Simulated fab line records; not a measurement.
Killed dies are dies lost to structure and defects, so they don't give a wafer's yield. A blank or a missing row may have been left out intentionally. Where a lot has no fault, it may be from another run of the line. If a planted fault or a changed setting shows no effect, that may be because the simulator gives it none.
fab line records / flow nandHarc
record: lots: 6 wafers: 18 lastDay: 24
route steps=1159 shown A_SOURCE_PLATE@418 A_ONON_D1@424 END@1159
lots that met no fault: taken from a fault-free run of the same line
startH: hours from the record's first day to the start of the lot's first wafer shown / waitH: time in hours since the lot's previous step / " the same as in the row above / L1.1+2: one row covering several wafers at once / - value missing, or start not given / * or withheld: withheld / < > ~ a bound
route shown NAME@n: a module of which the file shows steps, and the number in the route of the first / usual: average and standard deviation across the fault-free wafers / same: alike in all rows / chamber/n: place in a boat / sites: each site's reading / _std_site: the values' standard deviation / _edge_site: mean of outer sites minus mean of inner sites / radiusMm: how far each site lies from the wafer's centre / mask NAME#n: copy n / behind: the tool/chamber that last shaped the wafer / hold: the reason the lot was held/the length of the hold in hours/how it ended / device: transistor that didn't switch, given as n, p or np / end of line: tests of these same wafers at the route's end / step lacking rows: just its recipe / killed: count of dies lost to structure and defects at first sort (not the wafer's yield) / map: the dies of a wafer, with x for killed, . for not killed, _ for no die there
set.NAME: setting as actually run; set.NAME@STEP: the setting as run at that earlier step / model.NAME: the simulator's own value behind a step, which no gauge read
lots at some steps of the route; a table a step, a row a wafer
services: a tool's chamber out of use, with start hour (startH, from the record's first day; less than 0 if before it), hours out, and reason
== steps ==
step: NHARC_A_SOURCE_PLATE_CVD_03
recipe: targetThkA: 2000 tempC: 620 pressureMtorr: 200 timeS: 4000 material: poly-Si
step: NHARC_A_SOURCE_PLATE_ANNEAL_05
recipe: tempC: 850 timeS: 1800
step: NHARC_A_SOURCE_PLATE_THK_MEAS_06
recipe: thkMeasGauge: ellipsometry
usual: thkNm: 199.8/2.2
lot.wafer=L333.1 tool=filmMetro-02 chamber=- startH=190.79 waitH=0.4 thkNm=197.4
lot.wafer=L333.2 tool=filmMetro-02 chamber=- startH=190.79 waitH=0.4 thkNm=196.9
lot.wafer=L333.6 tool=filmMetro-02 chamber=- startH=190.79 waitH=0.4 thkNm=195.7
lot.wafer=L337.2 tool=filmMetro-02 chamber=- startH=214.93 waitH=0.4 thkNm=203.9
lot.wafer=L337.5 tool=filmMetro-02 chamber=- startH=214.93 waitH=0.4 thkNm=199.2
lot.wafer=L337.6 tool=filmMetro-02 chamber=- startH=214.93 waitH=0.4 thkNm=201.9
lot.wafer=L340.2 tool=filmMetro-02 chamber=- startH=252.49 waitH=0.4 thkNm=200.7
lot.wafer=L340.3 tool=filmMetro-02 chamber=- startH=252.49 waitH=0.4 thkNm=197.7
lot.wafer=L340.5 tool=filmMetro-02 chamber=- startH=252.49 waitH=0.4 thkNm=200.7
lot.wafer=L342.2 tool=filmMetro-01 chamber=- startH=252.51 waitH=0.4 thkNm=199.8
lot.wafer=L342.4 tool=filmMetro-01 chamber=- startH=252.51 waitH=0.4 thkNm=201.8
lot.wafer=L342.5 tool=filmMetro-01 chamber=- startH=252.51 waitH=0.4 thkNm=201.4
lot.wafer=L345.1 tool=filmMetro-02 chamber=- startH=271.01 waitH=0.4 thkNm=201.8
lot.wafer=L345.3 tool=filmMetro-02 chamber=- startH=271.01 waitH=0.4 thkNm=200.6
lot.wafer=L345.4 tool=filmMetro-02 chamber=- startH=271.01 waitH=0.4 thkNm=200.1
lot.wafer=L350.2 tool=filmMetro-02 chamber=- startH=299.40 waitH=0.4 thkNm=199.1
lot.wafer=L350.3 tool=filmMetro-02 chamber=- startH=299.40 waitH=0.4 thkNm=199.4
lot.wafer=L350.6 tool=filmMetro-02 chamber=- startH=299.40 waitH=0.4 thkNm=199.1
step: NHARC_A_SOURCE_PLATE_INSPECT_08
usual: rawDefectCount: 57/23
lot.wafer=L333.1 tool=defectInspect-01 chamber=- startH=190.88 waitH=0.0 rawDefectCount=38
lot.wafer=L333.2 tool=defectInspect-01 chamber=- startH=190.88 waitH=0.0 rawDefectCount=33
lot.wafer=L333.6 tool=defectInspect-01 chamber=- startH=190.88 waitH=0.0 rawDefectCount=31
lot.wafer=L337.2 tool=defectInspect-02 chamber=- startH=215.00 waitH=0.0 rawDefectCount=61
lot.wafer=L337.5 tool=defectInspect-02 chamber=- startH=215.00 waitH=0.0 rawDefectCount=69
lot.wafer=L337.6 tool=defectInspect-02 chamber=- startH=215.00 waitH=0.0 rawDefectCount=49
lot.wafer=L340.2 tool=defectInspect-02 chamber=- startH=252.55 waitH=0.0 rawDefectCount=54
lot.wafer=L340.3 tool=defectInspect-02 chamber=- startH=252.55 waitH=0.0 rawDefectCount=90
lot.wafer=L340.5 tool=defectInspect-02 chamber=- startH=252.55 waitH=0.0 rawDefectCount=48
lot.wafer=L342.2 tool=defectInspect-01 chamber=- startH=252.58 waitH=0.0 rawDefectCount=62
lot.wafer=L342.4 tool=defectInspect-01 chamber=- startH=252.58 waitH=0.0 rawDefectCount=43
lot.wafer=L342.5 tool=defectInspect-01 chamber=- startH=252.58 waitH=0.0 rawDefectCount=57
lot.wafer=L345.1 tool=defectInspect-02 chamber=- startH=271.07 waitH=0.0 rawDefectCount=49
lot.wafer=L345.3 tool=defectInspect-02 chamber=- startH=271.07 waitH=0.0 rawDefectCount=49
lot.wafer=L345.4 tool=defectInspect-02 chamber=- startH=271.07 waitH=0.0 rawDefectCount=39
lot.wafer=L350.2 tool=defectInspect-02 chamber=- startH=299.47 waitH=0.0 rawDefectCount=76
lot.wafer=L350.3 tool=defectInspect-02 chamber=- startH=299.47 waitH=0.0 rawDefectCount=37
lot.wafer=L350.6 tool=defectInspect-02 chamber=- startH=299.47 waitH=0.0 rawDefectCount=53
step: NHARC_A_ONON_D1_DEP_00
recipe: targetThkA: 10000 n2FlowSccm: 2750 n2oFlowSccm: 2000 nh3FlowSccm: 500 sih4FlowSccm: 210 tempC: 400
step: NHARC_A_ONON_D1_THK_MEAS_02
recipe: thkMeasGauge: ellipsometry
usual: thkNm: 1000/9.3
lot.wafer=L333.1 tool=filmMetro-01 chamber=- startH=191.45 waitH=- thkNm=1017
lot.wafer=L333.2 tool=filmMetro-01 chamber=- startH=191.45 waitH=- thkNm=1019
lot.wafer=L333.6 tool=filmMetro-01 chamber=- startH=191.45 waitH=- thkNm=1018
lot.wafer=L337.2 tool=filmMetro-01 chamber=- startH=215.57 waitH=- thkNm=999
lot.wafer=L337.5 tool=filmMetro-01 chamber=- startH=215.57 waitH=- thkNm=997
lot.wafer=L337.6 tool=filmMetro-01 chamber=- startH=215.57 waitH=- thkNm=998
lot.wafer=L340.2 tool=filmMetro-02 chamber=- startH=253.13 waitH=- thkNm=1012
lot.wafer=L340.3 tool=filmMetro-02 chamber=- startH=253.13 waitH=- thkNm=1009
lot.wafer=L340.5 tool=filmMetro-02 chamber=- startH=253.13 waitH=- thkNm=1010
lot.wafer=L342.2 tool=filmMetro-02 chamber=- startH=253.16 waitH=- thkNm=1003
lot.wafer=L342.4 tool=filmMetro-02 chamber=- startH=253.16 waitH=- thkNm=1003
lot.wafer=L342.5 tool=filmMetro-02 chamber=- startH=253.16 waitH=- thkNm=1005
lot.wafer=L345.1 tool=filmMetro-01 chamber=- startH=271.64 waitH=- thkNm=1005
lot.wafer=L345.3 tool=filmMetro-01 chamber=- startH=271.64 waitH=- thkNm=1006
lot.wafer=L345.4 tool=filmMetro-01 chamber=- startH=271.64 waitH=- thkNm=1009
lot.wafer=L350.2 tool=filmMetro-02 chamber=- startH=300.04 waitH=- thkNm=1018
lot.wafer=L350.3 tool=filmMetro-02 chamber=- startH=300.04 waitH=- thkNm=1017
lot.wafer=L350.6 tool=filmMetro-02 chamber=- startH=300.04 waitH=- thkNm=1016
step: NHARC_A_ONON_D1_DEP_03
recipe: targetThkA: 10000 n2FlowSccm: 2750 n2oFlowSccm: 2000 nh3FlowSccm: 500 sih4FlowSccm: 210 tempC: 400
step: NHARC_A_ONON_D1_THK_MEAS_05
recipe: thkMeasGauge: ellipsometry
usual: thkNm: 999/9.8
lot.wafer=L333.1 tool=filmMetro-01 chamber=- startH=192.04 waitH=- thkNm=1010
lot.wafer=L333.2 tool=filmMetro-01 chamber=- startH=192.04 waitH=- thkNm=1008
lot.wafer=L333.6 tool=filmMetro-01 chamber=- startH=192.04 waitH=- thkNm=1008
lot.wafer=L337.2 tool=filmMetro-01 chamber=- startH=216.17 waitH=- thkNm=994
lot.wafer=L337.5 tool=filmMetro-01 chamber=- startH=216.17 waitH=- thkNm=993
lot.wafer=L337.6 tool=filmMetro-01 chamber=- startH=216.17 waitH=- thkNm=994
lot.wafer=L340.2 tool=filmMetro-02 chamber=- startH=253.69 waitH=- thkNm=995
lot.wafer=L340.3 tool=filmMetro-02 chamber=- startH=253.69 waitH=- thkNm=994
lot.wafer=L340.5 tool=filmMetro-02 chamber=- startH=253.69 waitH=- thkNm=992
lot.wafer=L342.2 tool=filmMetro-02 chamber=- startH=253.85 waitH=- thkNm=1015
lot.wafer=L342.4 tool=filmMetro-02 chamber=- startH=253.85 waitH=- thkNm=1013
lot.wafer=L342.5 tool=filmMetro-02 chamber=- startH=253.85 waitH=- thkNm=1016
lot.wafer=L345.1 tool=filmMetro-01 chamber=- startH=272.23 waitH=- thkNm=1011
lot.wafer=L345.3 tool=filmMetro-01 chamber=- startH=272.23 waitH=- thkNm=1009
lot.wafer=L345.4 tool=filmMetro-01 chamber=- startH=272.23 waitH=- thkNm=1010
lot.wafer=L350.2 tool=filmMetro-02 chamber=- startH=300.62 waitH=- thkNm=1011
lot.wafer=L350.3 tool=filmMetro-02 chamber=- startH=300.62 waitH=- thkNm=1011
lot.wafer=L350.6 tool=filmMetro-02 chamber=- startH=300.62 waitH=- thkNm=1012
step: NHARC_A_ONON_D1_DEP_06
recipe: targetThkA: 10000 n2FlowSccm: 2750 n2oFlowSccm: 2000 nh3FlowSccm: 500 sih4FlowSccm: 210 tempC: 400
step: NHARC_A_ONON_D1_THK_MEAS_08
recipe: thkMeasGauge: ellipsometry
usual: thkNm: 1002/9.8
lot.wafer=L333.1 tool=filmMetro-02 chamber=- startH=192.61 waitH=- thkNm=1018
lot.wafer=L333.2 tool=filmMetro-02 chamber=- startH=192.61 waitH=- thkNm=1019
lot.wafer=L333.6 tool=filmMetro-02 chamber=- startH=192.61 waitH=- thkNm=1020
lot.wafer=L337.2 tool=filmMetro-02 chamber=- startH=216.74 waitH=- thkNm=994
lot.wafer=L337.5 tool=filmMetro-02 chamber=- startH=216.74 waitH=- thkNm=993
lot.wafer=L337.6 tool=filmMetro-02 chamber=- startH=216.74 waitH=- thkNm=994
lot.wafer=L340.2 tool=filmMetro-01 chamber=- startH=254.26 waitH=- thkNm=994
lot.wafer=L340.3 tool=filmMetro-01 chamber=- startH=254.26 waitH=- thkNm=993
lot.wafer=L340.5 tool=filmMetro-01 chamber=- startH=254.26 waitH=- thkNm=995
lot.wafer=L342.2 tool=filmMetro-02 chamber=- startH=254.41 waitH=- thkNm=1006
lot.wafer=L342.4 tool=filmMetro-02 chamber=- startH=254.41 waitH=- thkNm=1007
lot.wafer=L342.5 tool=filmMetro-02 chamber=- startH=254.41 waitH=- thkNm=1006
lot.wafer=L345.1 tool=filmMetro-02 chamber=- startH=272.80 waitH=- thkNm=991
lot.wafer=L345.3 tool=filmMetro-02 chamber=- startH=272.80 waitH=- thkNm=991
lot.wafer=L345.4 tool=filmMetro-02 chamber=- startH=272.80 waitH=- thkNm=990
lot.wafer=L350.2 tool=filmMetro-02 chamber=- startH=301.20 waitH=- thkNm=1020
lot.wafer=L350.3 tool=filmMetro-02 chamber=- startH=301.20 waitH=- thkNm=1020
lot.wafer=L350.6 tool=filmMetro-02 chamber=- startH=301.20 waitH=- thkNm=1018
step: NHARC_A_ONON_D1_DEP_09
recipe: targetThkA: 10000 n2FlowSccm: 2750 n2oFlowSccm: 2000 nh3FlowSccm: 500 sih4FlowSccm: 210 tempC: 400
usual: nh3FlowSccm: 500.0/1.4
lot.wafer=L333.1 tool=pecvdOnon-01 chamber=0 startH=192.67 waitH=0.1 nh3FlowSccm=500.3
lot.wafer=L333.2 tool=pecvdOnon-01 chamber=0 startH=192.67 waitH=0.1 nh3FlowSccm=501.0
lot.wafer=L333.6 tool=pecvdOnon-01 chamber=0 startH=192.67 waitH=0.1 nh3FlowSccm=501.7
lot.wafer=L337.2 tool=pecvdOnon-02 chamber=0 startH=216.85 waitH=0.1 nh3FlowSccm=500.6
lot.wafer=L337.5 tool=pecvdOnon-02 chamber=0 startH=216.85 waitH=0.1 nh3FlowSccm=500.7
lot.wafer=L337.6 tool=pecvdOnon-02 chamber=0 startH=216.85 waitH=0.1 nh3FlowSccm=501.2
lot.wafer=L340.2 tool=pecvdOnon-04 chamber=0 startH=254.37 waitH=0.1 nh3FlowSccm=498.4
lot.wafer=L340.3 tool=pecvdOnon-04 chamber=0 startH=254.37 waitH=0.1 nh3FlowSccm=501.1
lot.wafer=L340.5 tool=pecvdOnon-04 chamber=0 startH=254.37 waitH=0.1 nh3FlowSccm=499.9
lot.wafer=L342.2 tool=pecvdOnon-02 chamber=0 startH=254.54 waitH=0.1 nh3FlowSccm=500.2
lot.wafer=L342.4 tool=pecvdOnon-02 chamber=0 startH=254.54 waitH=0.1 nh3FlowSccm=500.8
lot.wafer=L342.5 tool=pecvdOnon-02 chamber=0 startH=254.54 waitH=0.1 nh3FlowSccm=501.0
lot.wafer=L345.1 tool=pecvdOnon-02 chamber=0 startH=272.86 waitH=0.1 nh3FlowSccm=498.3
lot.wafer=L345.3 tool=pecvdOnon-02 chamber=0 startH=272.86 waitH=0.1 nh3FlowSccm=501.7
lot.wafer=L345.4 tool=pecvdOnon-02 chamber=0 startH=272.86 waitH=0.1 nh3FlowSccm=499.4
lot.wafer=L350.2 tool=pecvdOnon-01 chamber=0 startH=301.44 waitH=0.2 nh3FlowSccm=500.5
lot.wafer=L350.3 tool=pecvdOnon-01 chamber=0 startH=301.44 waitH=0.2 nh3FlowSccm=502.4
lot.wafer=L350.6 tool=pecvdOnon-01 chamber=0 startH=301.44 waitH=0.2 nh3FlowSccm=502.1
step: NHARC_A_ONON_D1_THK_MEAS_11
recipe: thkMeasGauge: ellipsometry
usual: thkNm: 1001/10
lot.wafer=L333.1 tool=filmMetro-02 chamber=- startH=193.18 waitH=- thkNm=981
lot.wafer=L333.2 tool=filmMetro-02 chamber=- startH=193.18 waitH=- thkNm=980
lot.wafer=L333.6 tool=filmMetro-02 chamber=- startH=193.18 waitH=- thkNm=980
lot.wafer=L337.2 tool=filmMetro-02 chamber=- startH=217.30 waitH=- thkNm=996
lot.wafer=L337.5 tool=filmMetro-02 chamber=- startH=217.30 waitH=- thkNm=995
lot.wafer=L337.6 tool=filmMetro-02 chamber=- startH=217.30 waitH=- thkNm=998
lot.wafer=L340.2 tool=filmMetro-02 chamber=- startH=254.83 waitH=- thkNm=1010
lot.wafer=L340.3 tool=filmMetro-02 chamber=- startH=254.83 waitH=- thkNm=1007
lot.wafer=L340.5 tool=filmMetro-02 chamber=- startH=254.83 waitH=- thkNm=1008
lot.wafer=L342.2 tool=filmMetro-01 chamber=- startH=254.99 waitH=- thkNm=1536
lot.wafer=L342.4 tool=filmMetro-01 chamber=- startH=254.99 waitH=- thkNm=1536
lot.wafer=L342.5 tool=filmMetro-01 chamber=- startH=254.99 waitH=- thkNm=1536
lot.wafer=L345.1 tool=filmMetro-01 chamber=- startH=273.37 waitH=- thkNm=1547
lot.wafer=L345.3 tool=filmMetro-01 chamber=- startH=273.37 waitH=- thkNm=1548
lot.wafer=L345.4 tool=filmMetro-01 chamber=- startH=273.37 waitH=- thkNm=1547
lot.wafer=L350.2 tool=filmMetro-01 chamber=- startH=301.89 waitH=- thkNm=1001
lot.wafer=L350.3 tool=filmMetro-01 chamber=- startH=301.89 waitH=- thkNm=999
lot.wafer=L350.6 tool=filmMetro-01 chamber=- startH=301.89 waitH=- thkNm=1002
step: NHARC_A_ONON_D1_DEP_12
recipe: targetThkA: 10000 n2FlowSccm: 2750 n2oFlowSccm: 2000 nh3FlowSccm: 500 sih4FlowSccm: 210 tempC: 400
step: NHARC_END_SORT_01
recipe: tempC: 25
usual: killedAtArray: 26/8.6 killedAtOther: 0.7/0.97 killedAtPeriphery: 3.2/2.2 killedDies: 30/8.9 killedOpen: 3.1/1.8 killedShort: 2.2/1.8
same: grossDies: 677
lot.wafer=L342.2 tool=prober-01 chamber=0 startH=541.30 waitH=2.8 killedAtArray=675 killedAtOther=1 killedAtPeriphery=1 killedDies=677 killedOpen=4 killedShort=2
lot.wafer=L342.4 tool=prober-01 chamber=0 startH=542.88 waitH=3.4 killedAtArray=675 killedAtOther=1 killedAtPeriphery=1 killedDies=677 killedOpen=3 killedShort=0
lot.wafer=L342.5 tool=prober-01 chamber=0 startH=543.67 waitH=3.7 killedAtArray=675 killedAtOther=0 killedAtPeriphery=2 killedDies=677 killedOpen=3 killedShort=1
lot.wafer=L345.1 tool=prober-02 chamber=0 startH=563.81 waitH=2.5 killedAtArray=676 killedAtOther=0 killedAtPeriphery=1 killedDies=677 killedOpen=1 killedShort=2
lot.wafer=L345.3 tool=prober-02 chamber=0 startH=565.41 waitH=3.1 killedAtArray=674 killedAtOther=1 killedAtPeriphery=2 killedDies=677 killedOpen=6 killedShort=0
lot.wafer=L345.4 tool=prober-02 chamber=0 startH=566.22 waitH=3.4 killedAtArray=676 killedAtOther=0 killedAtPeriphery=1 killedDies=677 killedOpen=2 killedShort=1
killed by level:class
L342.2 A_ONON_D1:areaDep=640 A_CHANNEL_HOLE_D1:chamberFilmFlake=21 A_CONTACT:chamberFilmFlake=7 A_ONON_D1:geometricParticle:short=1 A_ONON_D1:geometricParticle:open=1 A_CHANNEL_FILL_D1:geometricParticle:open=1 A_BLC:geometricParticle:open=1 A_M0:geometricParticle:open=1
L342.4 A_ONON_D1:areaDep=650 A_CHANNEL_HOLE_D1:chamberFilmFlake=14 A_CONTACT:chamberFilmFlake=6 A_CONTACT:geometricParticle:open=2 A_BLC:chamberFilmFlake=2 A_WL_FILL:geometricParticle:open=1 P_GATE:chamberFilmFlake=1 HYBRID_BOND:chamberFilmFlake=1
L342.5 A_ONON_D1:areaDep=650 A_CHANNEL_HOLE_D1:chamberFilmFlake=17 A_CONTACT:chamberFilmFlake=5 P_CONTACT:geometricParticle:open=1 P_M0:geometricParticle:open=1 A_CHANNEL_FILL_D1:geometricParticle:open=1 A_CONTACT:geometricParticle:short=1 A_STAIRCASE:chamberFilmFlake=1
L345.1 A_ONON_D1:areaDep=648 A_CHANNEL_HOLE_D1:chamberFilmFlake=11 A_CONTACT:chamberFilmFlake=6 A_SLIT:chamberFilmFlake=4 A_SGD_CUT:chamberFilmFlake=3 A_WL_FILL:chamberFilmFlake=2 P_M1:geometricParticle:short=1 A_ONON_D1:geometricParticle:open=1
L345.3 A_ONON_D1:areaDep=645 A_SGD_CUT:chamberFilmFlake=8 A_CHANNEL_HOLE_D1:chamberFilmFlake=7 A_CONTACT:chamberFilmFlake=5 A_SLIT:chamberFilmFlake=2 A_WL_FILL:chamberFilmFlake=2 P_CONTACT:geometricParticle:open=1 P_M1:geometricParticle:open=1
L345.4 A_ONON_D1:areaDep=656 A_CHANNEL_HOLE_D1:chamberFilmFlake=7 A_CONTACT:chamberFilmFlake=5 A_SGD_CUT:chamberFilmFlake=2 A_SLIT:chamberFilmFlake=2 A_CHANNEL_HOLE_D1:geometricParticle:short=1 A_CHANNEL_FILL_D1:geometricParticle:open=1 A_M0:geometricParticle:open=1
map L342.2 (x killed, . not)
____________x____________
_________xxxxxxx_________
_______xxxxxxxxxxx_______
______xxxxxxxxxxxxx______
_____xxxxxxxxxxxxxxx_____
____xxxxxxxxxxxxxxxxx____
____xxxxxxxxxxxxxxxxx____
___xxxxxxxxxxxxxxxxxxx___
___xxxxxxxxxxxxxxxxxxx___
__xxxxxxxxxxxxxxxxxxxxx__
__xxxxxxxxxxxxxxxxxxxxx__
_xxxxxxxxxxxxxxxxxxxxxxx_
_xxxxxxxxxxxxxxxxxxxxxxx_
_xxxxxxxxxxxxxxxxxxxxxxx_
_xxxxxxxxxxxxxxxxxxxxxxx_
_xxxxxxxxxxxxxxxxxxxxxxx_
xxxxxxxxxxxxxxxxxxxxxxxxx
xxxxxxxxxxxxxxxxxxxxxxxxx
xxxxxxxxxxxxxxxxxxxxxxxxx
xxxxxxxxxxxxxxxxxxxxxxxxx
xxxxxxxxxxxxxxxxxxxxxxxxx
_xxxxxxxxxxxxxxxxxxxxxxx_
_xxxxxxxxxxxxxxxxxxxxxxx_
_xxxxxxxxxxxxxxxxxxxxxxx_
_xxxxxxxxxxxxxxxxxxxxxxx_
_xxxxxxxxxxxxxxxxxxxxxxx_
__xxxxxxxxxxxxxxxxxxxxx__
__xxxxxxxxxxxxxxxxxxxxx__
___xxxxxxxxxxxxxxxxxxx___
___xxxxxxxxxxxxxxxxxxx___
____xxxxxxxxxxxxxxxxx____
____xxxxxxxxxxxxxxxxx____
_____xxxxxxxxxxxxxxx_____
______xxxxxxxxxxxxx______
_______xxxxxxxxxxx_______
_________xxxxxxx_________
____________x____________
map L345.1 (x killed, . not)
____________x____________
_________xxxxxxx_________
_______xxxxxxxxxxx_______
______xxxxxxxxxxxxx______
_____xxxxxxxxxxxxxxx_____
____xxxxxxxxxxxxxxxxx____
____xxxxxxxxxxxxxxxxx____
___xxxxxxxxxxxxxxxxxxx___
___xxxxxxxxxxxxxxxxxxx___
__xxxxxxxxxxxxxxxxxxxxx__
__xxxxxxxxxxxxxxxxxxxxx__
_xxxxxxxxxxxxxxxxxxxxxxx_
_xxxxxxxxxxxxxxxxxxxxxxx_
_xxxxxxxxxxxxxxxxxxxxxxx_
_xxxxxxxxxxxxxxxxxxxxxxx_
_xxxxxxxxxxxxxxxxxxxxxxx_
xxxxxxxxxxxxxxxxxxxxxxxxx
xxxxxxxxxxxxxxxxxxxxxxxxx
xxxxxxxxxxxxxxxxxxxxxxxxx
xxxxxxxxxxxxxxxxxxxxxxxxx
xxxxxxxxxxxxxxxxxxxxxxxxx
_xxxxxxxxxxxxxxxxxxxxxxx_
_xxxxxxxxxxxxxxxxxxxxxxx_
_xxxxxxxxxxxxxxxxxxxxxxx_
_xxxxxxxxxxxxxxxxxxxxxxx_
_xxxxxxxxxxxxxxxxxxxxxxx_
__xxxxxxxxxxxxxxxxxxxxx__
__xxxxxxxxxxxxxxxxxxxxx__
___xxxxxxxxxxxxxxxxxxx___
___xxxxxxxxxxxxxxxxxxx___
____xxxxxxxxxxxxxxxxx____
____xxxxxxxxxxxxxxxxx____
_____xxxxxxxxxxxxxxx_____
______xxxxxxxxxxxxx______
_______xxxxxxxxxxx_______
_________xxxxxxx_________
____________x____________
== services ==
tool=pecvdOnon-01 chamber=- startH=195.00 hours=13.0 kind=pm
tool=pecvdOnon-04 chamber=- startH=237.00 hours=13.0 kind=pm
tool=pecvdOnon-02 chamber=- startH=292.00 hours=13.0 kind=pm
== key ==
firstSign: step: NHARC_A_ONON_D1_THK_MEAS_11 reading: thkNm direction: up sigmas: 53 usual: 1001 struck: 1542
effect: step: NHARC_END_SORT_01 reading: killedAtArray direction: up sigmas: 75 usual: 26 struck: 675
moreKillsBornAt: NHARC_A_ONON_D1_DEP_09@pecvdOnon-02: 3889
metAt NHARC_A_ONON_D1_DEP_09
struckWafers L342.2,L342.4,L342.5,L345.1,L345.3,L345.4
laterRowsLeftOut L342.2,L342.4,L342.5,L345.1,L345.3,L345.4
testerLeftOut L342,L345
onsetBetween 216.85 254.54
fault: kind: processParameterDrift tool: pecvdOnon-02 chamber: - onsetH: 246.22 steps: NHARC_A_ONON_D1_DEP_09 channel: targetThkA offset: * shape: step endH: 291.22 actsIn: * stated: *
testerLeftOut: of these lots the tester's yield and bins aren't shown, on N5 and GAA mostly nor the transistor test; their killed dies are dies lost to structure and defects alone, not to doping, threshold or leakage, so they don't give the yield
laterRowsLeftOut: the simulator's readings of these wafers behind a module that went badly wrong aren't trusted and aren't shown, but for the sort
